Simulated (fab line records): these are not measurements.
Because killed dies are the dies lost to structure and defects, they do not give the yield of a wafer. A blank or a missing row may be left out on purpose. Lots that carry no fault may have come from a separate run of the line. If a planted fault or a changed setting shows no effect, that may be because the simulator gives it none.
What tool caused it?	flow n5Finfet	8 lots with 24 wafers sampled at 5 steps, on a route of 1938 steps

WHAT THE GAUGES SHOWED, per wafer
N5_BEOL_M2_INSPECT_13: inspects for defects (brightfield). Usual: 380 for rawDefectCount, sd 96.
lot	measured	on	rawDefectCount	flag
L789	day 6 15:47	defectInspect-02	333 431 387	
L793	day 7 21:10	defectInspect-02	280 329 320	
L796	day 8 20:37	defectInspect-01	334 308 276	
L799	day 9 12:16	defectInspect-01	280 536 252	
L801	day 9 19:43	defectInspect-02	419 385 417	
L805	day 11 00:08	defectInspect-02	289 350 345	
L806	day 11 04:23	defectInspect-01	274 252 354	
L807	day 11 07:15	defectInspect-01	321 366 362	

N5_BEOL_M4_RC_MEAS_101. Usual: DIBL_N 35.7 mV/V, standard deviation 1.3; DIBL_P 35.4 mV/V, standard deviation 1.8; IOFF_N 0.152 nA/um, standard deviation 0.027; IOFF_P 0.20 nA/um, standard deviation 0.034; ION_N 672 uA/um, standard deviation 9.8; ION_P 461 uA/um, standard deviation 7.5; SS_N 71.4 mV/dec, standard deviation 0.55; SS_P 73.1 mV/dec, standard deviation 0.61; VT_N 251 mV, standard deviation 3.3; VT_P -251 mV, standard deviation 3.6.
lot	measured	on	DIBL_N (mV/V)	DIBL_P (mV/V)	IOFF_N (nA/um)	IOFF_P (nA/um)	ION_N (uA/um)	ION_P (uA/um)	SS_N (mV/dec)	SS_P (mV/dec)	VT_N (mV)	VT_P (mV)	flag
L789	day 7 23:58	prober-01	34.0 35.2 34.4	32.5 34.1 34.2	0.114 0.133 0.126	0.16 0.18 0.18	661 670 659	457 464 452	70.3 70.6 71.3	72.7 73.5 73.0	255 253 255	-255 -251 -250	
L793	day 9 02:27	prober-02	35.6 38.0 37.0	36.1 39.5 37.8	0.174 0.237 0.203	0.24 0.32 0.27	679 694 691	472 484 481	71.7 72.4 71.8	73.4 73.6 73.5	247 243 243	-243 -242 -243	
L796	day 10 02:28	prober-02	33.7 35.1 33.6	32.3 34.0 32.7	0.114 0.131 0.112	0.16 0.19 0.17	666 674 666	458 463 467	70.7 71.6 72.0	72.2 72.7 72.5	256 255 255	-253 -253 -255	
L799	day 10 20:56	prober-02	37.6 37.1 36.1	35.4 35.1 34.5	0.182 0.195 0.168	0.22 0.23 0.21	679 686 684	466 469 468	71.1 70.6 70.3	72.9 73.9 73.2	245 244 244	-248 -245 -248	
L801	day 11 01:20	prober-02	34.1 35.7 36.3	33.8 35.6 36.0	0.115 0.138 0.146	0.16 0.18 0.19	656 673 661	450 454 452	71.3 72.0 71.7	72.5 72.6 73.2	254 254 253	-253 -255 -254	
L805	day 12 15:07	prober-01	34.7 33.4 35.4	33.2 31.7 35.0	0.143 0.122 0.164	0.19 0.17 0.21	674 666 676	463 462 469	72.2 71.8 72.1	73.0 73.3 73.5	252 254 252	-249 -251 -249	
L806	day 12 16:40	prober-02	39.0 38.2 37.7	38.9 37.8 37.7	0.201 0.196 0.175	0.28 0.27 0.26	685 691 677	474 479 472	71.8 72.4 71.4	74.3 74.4 74.6	246 248 248	-246 -244 -244	
L807	day 12 11:26	prober-01	35.3 34.3 34.0	34.9 33.2 33.3	0.143 0.123 0.126	0.18 0.17 0.18	676 666 667	459 457 460	71.4 70.4 70.9	72.9 72.6 72.6	252 254 252	-253 -254 -252	

WHAT TOOL EACH LOT RAN ON (gives the tool, then ch and the chambers of the sampled wafers, and finally the start)
lot	N5_BEOL_M2_PECVD_72	N5_BEOL_M2_ETCH_74	N5_BEOL_M2_ETCH_64
L789	pecvd-03 ch 0,1, day 6 14:30	rieDiel-01 ch 0,3, day 6 15:51	rieDiel-01 ch 0,3, day 6 15:53
L793	pecvd-04 ch 0,2, day 7 20:28	rieDiel-06 ch 0,1,2, day 7 21:20	rieDiel-06 ch 0,1,2, day 7 21:23
L796	pecvd-03 ch 0,1,2, day 8 19:02	rieDiel-01 ch 0,1,3, day 8 20:41	rieDiel-01 ch 0,1,3, day 8 20:44
L799	pecvd-02 ch 0,1,2, day 9 09:59	rieDiel-01 ch 1,2, day 9 12:21	rieDiel-01 ch 1,2, day 9 12:23
L801	pecvd-03 ch 0,1, day 9 19:11	rieDiel-06 ch 2,3, day 9 19:47	rieDiel-06 ch 2,3, day 9 19:50
L805	pecvd-02 ch 0,1,2, day 10 21:12	rieDiel-05 ch 2,3, day 11 00:12	rieDiel-05 ch 2,3, day 11 00:15
L806	pecvd-03 ch 0,1,2, day 11 03:49	rieDiel-05 ch 0,1,3, day 11 04:28	rieDiel-05 ch 0,1,3, day 11 04:30
L807	pecvd-03 ch 0,2, day 11 05:14	rieDiel-05 ch 0,1,3, day 11 07:19	rieDiel-05 ch 0,1,3, day 11 07:22
- N5_BEOL_M2_PECVD_72: deposits SiO2 from TEOS/O2, target thk 16 nm, time 18 s.
- N5_BEOL_M2_ETCH_74: etches underlayer in N2/H2, target depth 6.5 nm, time 5.2 s.
- N5_BEOL_M2_ETCH_64: etches SOC in N2/H2, target depth 75 nm, overetch 22.5 nm, time 121.9 s.

WHAT THE TOOLS THEMSELVES READ (means of the sampled wafers that have a number; where no wafer has one, the mark that the record gives instead)
N5_BEOL_M2_PECVD_72. Usual: heaterPowerOuterW 426 W, standard deviation 79; heaterPowerW 723 W, standard deviation 120; showerheadPlenumPTorr 8.75 Torr, standard deviation 0.071; throttleValvePct 21.8 %, standard deviation 1.1.
lot	tool	heaterPowerOuterW (W)	heaterPowerW (W)	showerheadPlenumPTorr (Torr)	throttleValvePct (%)	flag
L789	pecvd-03	451	728	8.81	22.6	
L793	pecvd-04	443	695	8.85	22.2	
L796	pecvd-03	436	774	8.76	22.5	
L799	pecvd-02	421	705	8.72	20.7	
L801	pecvd-03	421	698	8.81	22.7	
L805	pecvd-02	428	726	8.75	20.7	
L806	pecvd-03	446	771	8.77	22.6	
L807	pecvd-03	444	780	8.74	23.3	

N5_BEOL_M2_ETCH_74. Usual: biasW 149.9 W, standard deviation 0.4; drypumpMotorCurrentA 5.6 A, standard deviation 0.42; etchRfOnTimeS 5.18 s, standard deviation 0.076; n2FlowSccm 200.0 sccm, standard deviation 0.63; oesProductAu 0.68 a.u., standard deviation 0.071; rfVppV 523.9 V, standard deviation 2.8; showerheadPlenumPTorr 2.54 Torr, standard deviation 0.09; throttleValvePct 17.87 %, standard deviation 0.23.
lot	tool	biasW (W)	drypumpMotorCurrentA (A)	etchRfOnTimeS (s)	n2FlowSccm (sccm)	oesProductAu (a.u.)	rfVppV (V)	showerheadPlenumPTorr (Torr)	throttleValvePct (%)	flag
L789	rieDiel-01	150.2	5.7	5.28	199.8	0.66	522.1	2.49	17.78	
L793	rieDiel-06	150.1	5.6	5.15	200.7	0.70	526.5	2.63	17.94	
L796	rieDiel-01	149.3	5.7	7.19	200.1	0.52	522.9	2.49	17.93	OFF
L799	rieDiel-01	150.2	5.4	7.13	200.2	0.54	521.9	2.47	17.84	OFF
L801	rieDiel-06	149.9	5.8	5.29	200.1	0.59	523.9	2.54	18.11	
L805	rieDiel-05	149.7	5.2	5.09	199.4	0.72	526.9	2.61	17.73	
L806	rieDiel-05	150.0	5.5	5.17	200.2	0.73	524.0	2.58	17.58	
L807	rieDiel-05	149.7	5.5	5.18	200.2	0.73	526.8	2.58	17.59	

N5_BEOL_M2_ETCH_64. Usual: value, then standard deviation, for each; biasW 150.0 W / 0.42; drypumpMotorCurrentA 5.6 A / 0.42; n2FlowSccm 199.9 sccm / 0.65; oesProductAu 0.60 a.u. / 0.06; rfVppV 524.0 V / 2.7; showerheadPlenumPTorr 2.54 Torr / 0.09; throttleValvePct 17.83 % / 0.23.
lot	tool	biasW (W)	drypumpMotorCurrentA (A)	n2FlowSccm (sccm)	oesProductAu (a.u.)	rfVppV (V)	showerheadPlenumPTorr (Torr)	throttleValvePct (%)	flag
L789	rieDiel-01	150.0	5.7	200.2	0.60	522.5	2.49	17.74	
L793	rieDiel-06	150.0	5.6	199.7	0.62	527.1	2.63	17.90	
L796	rieDiel-01	149.7	5.7	200.1	0.56	523.3	2.49	17.91	
L799	rieDiel-01	150.2	5.4	199.6	0.57	522.3	2.47	17.81	
L801	rieDiel-06	150.6	5.8	199.9	0.53	524.2	2.54	18.07	
L805	rieDiel-05	150.4	5.2	199.6	0.63	526.2	2.61	17.71	
L806	rieDiel-05	150.2	5.5	199.6	0.64	525.1	2.58	17.55	
L807	rieDiel-05	150.1	5.5	200.5	0.65	525.3	2.58	17.55	

THE ANSWER, worked out from the rows above alone
Rule: take the mean of a lot's wafers that have a number; if it is more than 3 standard deviations from the usual mean, the lot is off. A lot without any number at a reading at which 4 lots or more have one is off too. The other lots that the step has rows for count as sound. Order of review: gauges by route order, followed by the tools' own readings, for which a lot's mean as printed above is used. At the first step where some lot is off, the reading lying furthest off is the one used; lots without a number count as furthest.
Off: L796, L799, at N5_BEOL_M2_ETCH_74 (etchRfOnTimeS).
If a tool, at that step or one of the process steps before it, ran each lot that is off and ran no sound lot following the first of them, it fits. One candidate fits, namely rieDiel-01 at N5_BEOL_M2_ETCH_74. Its last sound lot is L789 (day 6 15:51), its first lot that is off L796 (day 8 20:41): a fault that began between those two fits.
On the lots that are off, the tool's own readings at N5_BEOL_M2_ETCH_74 differ by more than 5 times the standard deviation of the sound lots' means, which bears it out; etchRfOnTimeS reads 7.16 s there versus 5.19 s on the sound lots.

WHAT THE SIMULATOR HAD INSERTED
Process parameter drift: rieDiel-01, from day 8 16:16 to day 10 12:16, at N5_BEOL_M2_ETCH_74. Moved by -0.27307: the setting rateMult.
Shown lots that were struck: L796, L799. This agrees with what the rule above found.
